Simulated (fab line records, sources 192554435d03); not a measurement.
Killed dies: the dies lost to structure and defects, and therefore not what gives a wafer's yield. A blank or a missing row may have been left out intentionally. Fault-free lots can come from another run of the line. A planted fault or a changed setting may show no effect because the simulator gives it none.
Matching of chambers || flow n5 finfet || 4 sister chambers for N5_FIN_CUT_CUT_ETCH_27 on rie diel-04
The step etches SiO2 in CHF3/O2, target depth 4 nm, overetch 2 nm, time 4.9 s. 18 wafers are shown with their chamber, then 9 later ones without.

WAFERS, EACH WITH ITS CHAMBER
{"wafer": "L075.1", "chamber": 3, "showerhead plenum p Torr (Torr)": 2.31, "throttle valve pct (%)": 18.88, "drypump motor current A (A)": 6.5}
{"wafer": "L075.4", "chamber": 0, "showerhead plenum p Torr (Torr)": 2.49, "throttle valve pct (%)": 18.99, "drypump motor current A (A)": 5.8}
{"wafer": "L075.5", "chamber": 0, "showerhead plenum p Torr (Torr)": 2.49, "throttle valve pct (%)": 19.00, "drypump motor current A (A)": 5.8}
{"wafer": "L083.2", "chamber": 1, "showerhead plenum p Torr (Torr)": 2.35, "throttle valve pct (%)": 18.41, "drypump motor current A (A)": 5.7}
{"wafer": "L083.5", "chamber": 0, "showerhead plenum p Torr (Torr)": 2.49, "throttle valve pct (%)": 19.02, "drypump motor current A (A)": 5.8}
{"wafer": "L083.6", "chamber": 1, "showerhead plenum p Torr (Torr)": 2.35, "throttle valve pct (%)": 18.44, "drypump motor current A (A)": 5.7}
{"wafer": "L084.2", "chamber": 2, "showerhead plenum p Torr (Torr)": 2.49, "throttle valve pct (%)": 19.04, "drypump motor current A (A)": 5.8}
{"wafer": "L084.3", "chamber": 3, "showerhead plenum p Torr (Torr)": 2.31, "throttle valve pct (%)": 18.90, "drypump motor current A (A)": 6.5}
{"wafer": "L084.6", "chamber": 3, "showerhead plenum p Torr (Torr)": 2.31, "throttle valve pct (%)": 18.91, "drypump motor current A (A)": 6.5}
{"wafer": "L085.1", "chamber": 3, "showerhead plenum p Torr (Torr)": 2.31, "throttle valve pct (%)": 18.90, "drypump motor current A (A)": 6.5}
{"wafer": "L085.5", "chamber": 1, "showerhead plenum p Torr (Torr)": 2.35, "throttle valve pct (%)": 18.45, "drypump motor current A (A)": 5.7}
{"wafer": "L085.6", "chamber": 0, "showerhead plenum p Torr (Torr)": 2.49, "throttle valve pct (%)": 19.03, "drypump motor current A (A)": 5.8}
{"wafer": "L089.1", "chamber": 3, "showerhead plenum p Torr (Torr)": 2.30, "throttle valve pct (%)": 18.91, "drypump motor current A (A)": 6.5}
{"wafer": "L089.2", "chamber": 0, "showerhead plenum p Torr (Torr)": 2.48, "throttle valve pct (%)": 19.04, "drypump motor current A (A)": 5.8}
{"wafer": "L089.5", "chamber": 2, "showerhead plenum p Torr (Torr)": 2.49, "throttle valve pct (%)": 19.07, "drypump motor current A (A)": 5.8}
{"wafer": "L090.3", "chamber": 1, "showerhead plenum p Torr (Torr)": 2.35, "throttle valve pct (%)": 18.44, "drypump motor current A (A)": 5.7}
{"wafer": "L090.5", "chamber": 0, "showerhead plenum p Torr (Torr)": 2.48, "throttle valve pct (%)": 19.03, "drypump motor current A (A)": 5.7}
{"wafer": "L090.6", "chamber": 2, "showerhead plenum p Torr (Torr)": 2.49, "throttle valve pct (%)": 19.06, "drypump motor current A (A)": 5.7}

SIGNATURES (means of the wafers above)
{"reading": "showerhead plenum p Torr", "chamber 0": 2.4867, "chamber 1": 2.3500, "chamber 2": 2.4900, "chamber 3": 2.3080, "scatter within a chamber": 0.0039}
{"reading": "throttle valve pct", "chamber 0": 19.0183, "chamber 1": 18.4350, "chamber 2": 19.0567, "chamber 3": 18.9000, "scatter within a chamber": 0.0166}
{"reading": "drypump motor current A", "chamber 0": 5.783, "chamber 1": 5.700, "chamber 2": 5.767, "chamber 3": 6.500, "scatter within a chamber": 0.0327}
Rule: for a wafer and a chamber, the distance is found by dividing, reading by reading, the gap between the wafer's reading and the chamber's mean by the reading's scatter, squaring, summing and taking the root. The wafer belongs to the nearest chamber; if the next one is less than 2 further off, it can't be placed. The scatter: take each reading less its chamber's mean, square it, sum over the shown wafers, divide by the number of wafers less the number of chambers, and take the root.

WAFERS WHOSE CHAMBER IS MISSING
{"wafer": "L093.1", "showerhead plenum p Torr (Torr)": 2.30, "throttle valve pct (%)": 18.92, "drypump motor current A (A)": 6.5}
{"wafer": "L093.3", "showerhead plenum p Torr (Torr)": 2.34, "throttle valve pct (%)": 18.45, "drypump motor current A (A)": 5.7}
{"wafer": "L093.6", "showerhead plenum p Torr (Torr)": 2.34, "throttle valve pct (%)": 18.46, "drypump motor current A (A)": 5.7}
{"wafer": "L094.2", "showerhead plenum p Torr (Torr)": 2.48, "throttle valve pct (%)": 19.05, "drypump motor current A (A)": 5.7}
{"wafer": "L094.3", "showerhead plenum p Torr (Torr)": 2.34, "throttle valve pct (%)": 18.45, "drypump motor current A (A)": 5.7}
{"wafer": "L094.5", "showerhead plenum p Torr (Torr)": 2.48, "throttle valve pct (%)": 19.04, "drypump motor current A (A)": 5.8}
{"wafer": "L097.1", "showerhead plenum p Torr (Torr)": 2.30, "throttle valve pct (%)": 18.93, "drypump motor current A (A)": 6.5}
{"wafer": "L097.2", "showerhead plenum p Torr (Torr)": 2.34, "throttle valve pct (%)": 18.46, "drypump motor current A (A)": 5.7}
{"wafer": "L097.3", "showerhead plenum p Torr (Torr)": 2.48, "throttle valve pct (%)": 19.09, "drypump motor current A (A)": 5.8}

EACH ONE'S CHAMBER
{"wafer": "L093.1", "from the rows above": 3, "in truth": 3}
{"wafer": "L093.3", "from the rows above": 1, "in truth": 1}
{"wafer": "L093.6", "from the rows above": 1, "in truth": 1}
{"wafer": "L094.2", "from the rows above": "can't be placed: 2 or 0", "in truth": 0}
{"wafer": "L094.3", "from the rows above": 1, "in truth": 1}
{"wafer": "L094.5", "from the rows above": "can't be placed: 0 or 2", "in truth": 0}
{"wafer": "L097.1", "from the rows above": 3, "in truth": 3}
{"wafer": "L097.2", "from the rows above": 1, "in truth": 1}
{"wafer": "L097.3", "from the rows above": "can't be placed: 2 or 0", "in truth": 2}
Placed correctly: 6 of 9. Unplaceable from these rows: 3, with the true chamber sitting among the candidates in 3. Placed wrongly: 0.
